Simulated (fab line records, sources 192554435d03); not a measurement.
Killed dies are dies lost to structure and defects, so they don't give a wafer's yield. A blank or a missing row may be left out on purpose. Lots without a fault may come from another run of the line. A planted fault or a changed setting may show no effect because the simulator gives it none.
A struck lot beside a sound one | flow n5_finfet | 16 steps out of a route of 1938
Sound: wafers L987.1, L987.3, L987.5. Struck: wafers L100.1, L100.5. (L100.3 of the same lot was not struck and is left out.) The cause comes at the end.
At each step with rows: each side's tool, then ch and its chambers, then its first start. Under that, the readings that differ: sound wafers | struck wafers | difference of the means | sigmas: that difference in standard deviations of wafers without a fault.
alike: readings whose means differ by less than 2 such deviations, and words and numbers that are the same on both sides. not compared: withheld readings, readings that some wafer has no value for, bounds like >300 that may hide the same value, and numbers for which the record gives no deviation and whose values overlap.
The two part at a step that has a row with sigmas, a row that says differs or no value, or rows on one side only. Numbers that don't overlap but have no deviation are shown without sigmas and don't part them. A reading that every wafer of one side lacks parts them only if that side has two wafers or more.

first, 6 steps without rows for these wafers: N5_BEOL_M3_COAT_22 (resist thk 30 nm); N5_BEOL_M3_EBR_24; N5_BEOL_M3_SOFTBAKE_23 (time 60 s); N5_BEOL_M3_EXPOSE_25 (exposes mask V2, defocus 5 nm); N5_BEOL_M3_PEB_26 (peb time 60 s); N5_BEOL_M3_DEVELOP_27 (develop time 30 s).
N5_BEOL_M3_CD_MEAS_28: target cd 25.7 nm, target cd y 23.3 nm.
  sound on cd_sem-01 ch 0, day 7 04:07; struck on cd_sem-03 ch 0, day 10 08:29
  alike: cd_nm
N5_BEOL_M3_OVL_MEAS_29:
  sound on overlay-01 ch 0, day 7 04:08; struck on overlay-01 ch 0, day 10 08:31
  alike: V2_OVL
N5_BEOL_M3_INSPECT_30: inspects for defects (brightfield).
  sound on defect_inspect-02, day 7 04:12; struck on defect_inspect-01, day 10 08:35
  alike: raw_defect_count
N5_BEOL_M3_DESCUM_33: chemistry O2, time 7 s.
  sound on rie_diel-05 ch 0,2, day 7 04:14; struck on rie_diel-05 ch 0,1, day 10 08:37
  alike: bias_power_w, drypump_motor_current_A, oes_product_au, rf_vpp_V, showerhead_plenum_p_Torr, throttle_valve_pct
  not compared: rf_hours_counter_h
N5_BEOL_M3_ETCH_77: etches underlayer in N2/H2, target depth 6.5 nm, time 5.2 s.
  sound on rie_diel-05 ch 0,2, day 7 04:16; struck on rie_diel-05 ch 0,1, day 10 08:39
  reading                | sound             | struck      | difference | sigmas
  throttle_valve_pct (%) | 17.69 18.07 17.65 | 18.13 18.37 | +0.45      | +2
  alike: drypump_motor_current_A, etch_rf_on_time_s, oes_product_au, rf_vpp_V, showerhead_plenum_p_Torr
  not compared: rf_hours_counter_h
N5_BEOL_M3_ETCH_69: etches SiARC in CF4, target depth 15.6 nm, time 26 s.
  sound on rie_diel-05 ch 0,2, day 7 04:17; struck on rie_diel-05 ch 0,1, day 10 08:40
  alike: drypump_motor_current_A, etch_rf_on_time_s, oes_product_au, rf_vpp_V, showerhead_plenum_p_Torr, throttle_valve_pct
  not compared: rf_hours_counter_h
N5_BEOL_M3_ALD_98: deposits SiO2, target thk 2.5 nm, pulse time 1 s, co reactant pulse time 1 s.
  sound on ald_sin-04 ch 0,1,3, day 7 04:22; struck on ald_sin-04 ch 3, day 10 08:45
  reading              | sound               | struck      | difference | sigmas
  susceptor_temp_C (C) | 99.96 100.10 100.00 | 97.59 97.70 | -2.37      | -20
  alike: heater_power_w, precursor_pulse_height_rel
N5_BEOL_M3_ETCHBACK_99: etches SiO2 in CHF3, target depth 5 nm, time 10.4 s.
  sound on rie_diel-02 ch 0,2, day 7 11:58; struck on rie_diel-02 ch 1,2, day 10 10:07
  alike: drypump_motor_current_A, oes_f_703_au, oes_product_au, rf_vpp_V, showerhead_plenum_p_Torr, throttle_valve_pct
  not compared: rf_hours_counter_h
N5_BEOL_M4_RC_MEAS_101:
  sound on prober-02 ch 0, day 8 00:14; struck on prober-02 ch 0, day 11 05:36
  alike: DIBL_N, DIBL_P, IOFF_N, IOFF_P, ION_N, ION_P, SS_N, SS_P, VT_N, VT_P
-- the record jumps here: 4 days lie between the struck wafers' starts before and after (it left off in module BEOL_M4 and takes up again in module PASSIVATION, whose first step shown is number 1936 of the route) --
N5_PASSIVATION_PROBE_49:
  the record has rows for the struck wafers here (prober-01, day 15 09:38) and none for the sound ones

WHERE THEY PART
First at N5_BEOL_M3_ETCH_77; last, within this record, at N5_PASSIVATION_PROBE_49.

WHY: what the simulator had put in
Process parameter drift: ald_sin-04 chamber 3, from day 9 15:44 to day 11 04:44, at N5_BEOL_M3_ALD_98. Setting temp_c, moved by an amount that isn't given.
